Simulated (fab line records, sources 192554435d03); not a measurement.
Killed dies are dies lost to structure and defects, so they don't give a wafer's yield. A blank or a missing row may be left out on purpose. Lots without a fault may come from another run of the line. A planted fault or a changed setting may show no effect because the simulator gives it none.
Split-lot experiment | flow n5_finfet | 7 lots, 21 wafers read, on a route of 1938 steps

THE SPLIT
At N5_BEOL_M10_VIA_ETCH_34 (etches SiCOH lowk in C4F6/O2, target depth 184.5 nm, time 69.2 s), the setting bias_w was moved away from the recipe's 185 W on 9 of the 21 wafers read, by -17.7% to +13.0%. The other wafers ran this setting at the recipe's value.

The reading is taken at the split's own step.

THE READING
rf_vpp_V, in V, at N5_BEOL_M10_VIA_ETCH_34 (etches SiCOH lowk in C4F6/O2, target depth 184.5 nm, time 69.2 s). Fault-free wafers of this fab line usually give 668 V, standard deviation 5.7 V.

wafer  | tool, chamber at the split | bias_w as run, W | against the recipe | rf_vpp_V, V | against lot-mates on the recipe
L074.2 | rie_diel-02, 3             | 152.3            | -17.7%             | 565         | -104
L074.4 | rie_diel-02, 2             | 185              | recipe             | 669         | -
L074.6 | rie_diel-02, 2             | 185              | recipe             | 669         | -
L077.1 | rie_diel-02, 3             | 185              | recipe             | 659         | -
L077.4 | rie_diel-02, 2             | 185              | recipe             | 669         | -
L077.6 | rie_diel-02, 2             | 209.1            | +13.0%             | 737         | +73
L078.1 | rie_diel-06, 1             | 185              | recipe             | 675         | -
L078.2 | rie_diel-06, 2             | 195.3            | +5.6%              | 700         | +25
L078.4 | rie_diel-06, 0             | 195.3            | +5.6%              | 696         | +21
L083.2 | rie_diel-06, 3             | 160.7            | -13.1%             | 604         | -70
L083.5 | rie_diel-06, 1             | 185              | recipe             | 674         | -
L083.6 | rie_diel-06, 0             | 160.7            | -13.1%             | 596         | -78
L082.1 | rie_diel-06, 0             | 204.2            | +10.4%             | 722         | +50
L082.2 | rie_diel-06, 2             | 185              | recipe             | 672         | -
L082.3 | rie_diel-06, 1             | 185              | recipe             | 673         | -
L087.1 | rie_diel-04, 1             | 206.6            | +11.7%             | 724         | +62
L087.2 | rie_diel-04, 3             | 206.6            | +11.7%             | 738         | +76
L087.4 | rie_diel-04, 0             | 185              | recipe             | 662         | -
L093.1 | rie_diel-04, 1             | 185              | recipe             | 662         | -
L093.3 | rie_diel-04, 0             | 185              | recipe             | 662         | -
L093.5 | rie_diel-04, 1             | 185              | recipe             | 663         | -

THE FIT
A straight line over all 21 wafers: rf_vpp_V changes by +5.42 V for each +1% of bias_w; r = +0.99; the points scatter about the line by 5.4 V.
The same after taking each lot's own level away (the mean of its wafers on the recipe; 21 wafers): +5.62 V for each +1%; r = +0.99; scatter 4.7 V.
On that fit, the largest move of bias_w shifts the reading by 99 V.
The lots' own levels span 662.0 to 675.0 V, that is 2.3 times the standard deviation above.
So the lot-to-lot level changes the slope little: the two slopes agree.
Check: with one of the wafers moved furthest among these (-17.7%) left out of the fit, the line predicts -98.8 V for it against its lot-mates. It came out at -104 V against them.
Tool readings at the split's step, against how far the setting was moved: rf_vpp_V r = +0.99.

OTHER SPLITS ON THESE WAFERS
These wafers also went through other splits before the reading. Each is held against what the fit with the lots' levels taken away leaves over:
other split on the same wafers     | wafers away from the commonest value | r with rf_vpp_V (lot level and that fit taken away)
N5_BEOL_M8_TRENCH_ETCH_37 source_w | 8                                    | -0.36
N5_BEOL_M9_ETCH_62 source_w        | 6                                    | -0.44
N5_BEOL_M9_EXPOSE_25 dose_mj       | 7                                    | -0.27

THE FILE'S OWN FIT
rf_vpp_V changes by +5.61 V for each +1% of bias_w, r = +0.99.
